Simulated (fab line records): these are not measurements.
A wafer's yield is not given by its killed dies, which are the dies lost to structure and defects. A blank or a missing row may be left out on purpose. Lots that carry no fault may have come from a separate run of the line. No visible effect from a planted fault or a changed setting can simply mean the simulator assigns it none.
Matching of chambers -- flow n5-finfet -- N5_BEOL_M0_SAQP_ETCH_88 on rie-diel-02 has 4 sister chambers
The step etches underlayer in N2/H2, target depth 6.5 nm, time 5.2 s. 16 wafers are shown with their chamber, then 8 later ones without.

== WAFERS WITH THEIR CHAMBER ==
wafer,chamber,drypump-motor-current-A (A),showerhead-plenum-p-Torr (Torr),throttle-valve-pct (%)
L074.1,0,5.9,2.70,17.17
L074.2,3,5.8,2.64,17.69
L074.3,2,5.2,2.55,18.01
L075.1,2,5.2,2.55,18.02
L075.2,3,5.7,2.64,17.74
L075.4,0,5.9,2.70,17.17
L077.1,3,5.8,2.64,17.69
L077.5,1,5.4,2.59,17.56
L077.6,0,5.9,2.70,17.18
L085.3,2,5.2,2.54,18.05
L085.4,0,5.9,2.69,17.20
L085.5,3,5.8,2.63,17.74
L086.2,1,5.4,2.59,17.57
L086.5,0,5.9,2.69,17.21
L086.6,1,5.4,2.59,17.61
L088.1,2,5.2,2.54,18.02

SIGNATURES, as means of the wafers listed above
reading,chamber 0,chamber 1,chamber 2,chamber 3,scatter within a chamber
drypump-motor-current-A,5.900,5.400,5.200,5.775,0.025
showerhead-plenum-p-Torr,2.6960,2.5900,2.5450,2.6375,0.00496
throttle-valve-pct,17.1860,17.5800,18.0250,17.7150,0.0226
Rule: for each reading, subtract the chamber's mean from the wafer's reading, divide by that reading's scatter and square the result; add these up over the readings and take the root, which gives the wafer's distance from the chamber. If the next closest chamber is less than 2 further off than the closest, the wafer can't be placed; otherwise it belongs to the closest. The scatter: the root of (the sum of the squares of (reading less its chamber's mean) over the shown wafers, divided by (wafers less chambers)).

== WAFERS WHOSE CHAMBER IS MISSING ==
wafer,drypump-motor-current-A (A),showerhead-plenum-p-Torr (Torr),throttle-valve-pct (%)
L088.3,5.9,2.69,17.21
L088.4,5.4,2.58,17.61
L093.1,5.9,2.69,17.21
L093.2,5.2,2.53,18.07
L093.4,5.4,2.58,17.59
L094.2,5.4,2.58,17.61
L094.4,5.7,2.62,17.78
L094.6,5.2,2.53,18.05

== WHICH CHAMBER EACH ONE RAN IN ==
wafer,from the rows above,in truth
L088.3,0,0
L088.4,1,1
L093.1,0,0
L093.2,2,2
L093.4,1,1
L094.2,1,1
L094.4,3,3
L094.6,2,2
Correct placement for 8 of the 8. Left unplaced by these rows: 0. Placed wrongly: 0.
